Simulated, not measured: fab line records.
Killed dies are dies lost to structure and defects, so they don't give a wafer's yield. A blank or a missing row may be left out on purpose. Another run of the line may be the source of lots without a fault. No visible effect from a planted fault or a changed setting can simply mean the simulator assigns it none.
Matching of chambers ; flow nand-harc ; rie-diel-11 running NHARC_A_STAIRCASE_ETCHBACK_422: 4 sister chambers
The step etches the open film in CH3F/O2, target depth 40 nm, time 74.286 s. 16 wafers are shown with their chamber, then 8 later ones without.

## WAFERS, EACH WITH ITS CHAMBER
wafer;chamber;drypump-motor-current-A (A);showerhead-plenum-p-Torr (Torr);rf-vpp-V (V)
L079.2;2;5.6;2.35;244.2
L079.5;0;5.3;2.60;247.4
L079.6;1;6.4;2.50;243.0
L078.3;0;5.3;2.61;247.0
L078.4;1;6.4;2.50;244.4
L078.5;3;6.3;2.52;245.1
L077.2;2;5.6;2.35;243.1
L077.4;0;5.3;2.60;245.7
L077.6;3;6.3;2.52;245.9
L082.1;1;6.4;2.49;244.8
L082.3;3;6.3;2.51;245.2
L082.6;3;6.3;2.51;243.3
L082.2;0;5.3;2.60;246.4
L082.4;2;5.5;2.34;244.0
L082.5;0;5.3;2.60;245.7
L087.3;1;6.4;2.49;243.8

SIGNATURES (averages over the wafers above)
reading;chamber 0;chamber 1;chamber 2;chamber 3;scatter within a chamber
drypump-motor-current-A;5.300;6.400;5.567;6.300;0.0236
showerhead-plenum-p-Torr;2.6020;2.4950;2.3467;2.5150;0.00537
rf-vpp-V;246.440;244.000;243.767;244.875;0.844
Rule: a wafer lies at a distance from a chamber equal to the root of the sum of squares, over the readings, of (its reading less the chamber's mean, divided by the reading's scatter). If the next closest chamber is less than 2 further off than the closest, the wafer can't be placed; otherwise it belongs to the closest. The scatter: take each reading less its chamber's mean, square it, sum over the shown wafers, divide by the number of wafers less the number of chambers, and take the root.

## WAFERS MISSING THEIR CHAMBER
wafer;drypump-motor-current-A (A);showerhead-plenum-p-Torr (Torr);rf-vpp-V (V)
L087.4;6.3;2.51;244.5
L087.6;5.6;2.34;243.0
L090.4;5.5;2.34;242.1
L090.5;5.3;2.59;245.3
L090.6;6.3;2.50;246.7
L094.1;6.4;2.48;243.7
L094.3;5.6;2.33;241.6
L094.6;5.6;2.33;240.7

## WHICH CHAMBER EACH WENT THROUGH
wafer;from the rows above;in truth
L087.4;3;3
L087.6;2;2
L090.4;2;2
L090.5;0;0
L090.6;can't be placed: 3 or 1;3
L094.1;1;1
L094.3;2;2
L094.6;2;2
Placed correctly: 7 of 8. Can't be placed from these rows: 1 (the true chamber is among the candidates in 1). 0 placed wrongly.
